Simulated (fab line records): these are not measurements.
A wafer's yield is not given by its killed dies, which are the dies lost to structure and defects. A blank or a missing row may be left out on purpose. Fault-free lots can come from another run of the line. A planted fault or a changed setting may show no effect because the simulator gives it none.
3 desks, one fault ; flow n5 finfet ; numbers are kept per desk, each desk with only its own; the story behind them comes last

TOOL OWNER'S DESK, rie diel-06
The tool's own readings at N5_BEOL_M13_ETCH_38 (etches SiCN in CF4/N2, target depth 67.5 nm, time 71.9 s): means of the sampled wafers that have a number, for each lot that ran on this tool. If a lot's mean is further than 4 standard deviations from the usual mean, the lot is out of limits and carries the mark OUT (the distance appears in the brackets).
Columns: A = bias w at N5_BEOL_M13_ETCH_38, usual 70.00 W; B = cf4 flow sccm at N5_BEOL_M13_ETCH_38, usual 60.02 sccm; C = drypump motor current A at N5_BEOL_M13_ETCH_38, usual 5.6 A; D = oes product au at N5_BEOL_M13_ETCH_38, usual 0.79 a.u.; E = rf vpp V at N5_BEOL_M13_ETCH_38, usual 383.2 V; F = showerhead plenum p Torr at N5_BEOL_M13_ETCH_38, usual 2.24 Torr; G = throttle valve pct at N5_BEOL_M13_ETCH_38, usual 15.48 %
lot;first seen here;A;B;C;D;E;F;G
L745;day 10 15:48;70.10;59.95;5.7;0.86;383.4;2.28;15.20
L760;day 15 05:00;70.06;59.88;5.8;0.71;385.4;2.33;15.52
L762;day 15 18:56;70.14;60.01;5.6;0.76;384.3;2.30;15.29
L765;day 17 05:12;70.04;59.93;5.6;0.68;385.2;2.31;15.41
This desk found nothing out of limits on any of the 4 lots.

THE DEFECT DESK
Counts from the inspections along the route, per lot, as means over the sampled wafers that have a number. If a lot's mean is further than 4 standard deviations from the usual mean, the lot is out of limits and carries the mark OUT (the distance appears in the brackets).
Columns: A = raw defect count at N5_BEOL_M13_INSPECT_30, usual 2.3
lot;first seen here;A
L745;day 10 13:50;2.0
L748;day 12 08:34;3.3
L751;day 13 10:34;2.3
L760;day 15 02:30;4.5
L762;day 15 14:56;2.3
L763;day 16 05:46;3.0
L765;day 17 01:28;1.5
This desk found nothing out of limits on any of the 7 lots.

AT THE METROLOGY DESK
Lot by lot, what the gauges showed, no matter which tool ran the lot: averages of those sampled wafers that carry a number. If a lot's mean is further than 4 standard deviations from the usual mean, the lot is out of limits and carries the mark OUT (the distance appears in the brackets).
Columns: A = cd nm at N5_BEOL_M13_CD_MEAS_28, usual 210.7 nm; B = M13_OVL at N5_BEOL_M13_OVL_MEAS_29, usual -4 nm; C = trench depth nm at N5_BEOL_M13_OCD_MEAS_35, usual 413 nm; D = M13_THK at N5_BEOL_M13_THK_MEAS_50, usual 420 nm
lot;first seen here;A;B;C;D
L745;day 10 13:46;207.6;-0;413;420
L748;day 12 08:31;211.3;-5;422;436
L751;day 13 10:31;211.7;-2;409;419
L760;day 15 02:27;212.2;-2;416;421
L762;day 15 14:52;212.4;-8;412;416
L763;day 16 05:43;212.8;-10;417;426
L765;day 17 01:25;210.5;0;424;437
This desk found nothing out of limits on any of the 7 lots.

BROUGHT TOGETHER
The tool owner's desk saw nothing out of limits.
Nothing out of limits was seen by the defect desk.
Metrology desk: nothing out of limits seen.

WHAT HAD BEEN PUT IN BY THE SIMULATOR
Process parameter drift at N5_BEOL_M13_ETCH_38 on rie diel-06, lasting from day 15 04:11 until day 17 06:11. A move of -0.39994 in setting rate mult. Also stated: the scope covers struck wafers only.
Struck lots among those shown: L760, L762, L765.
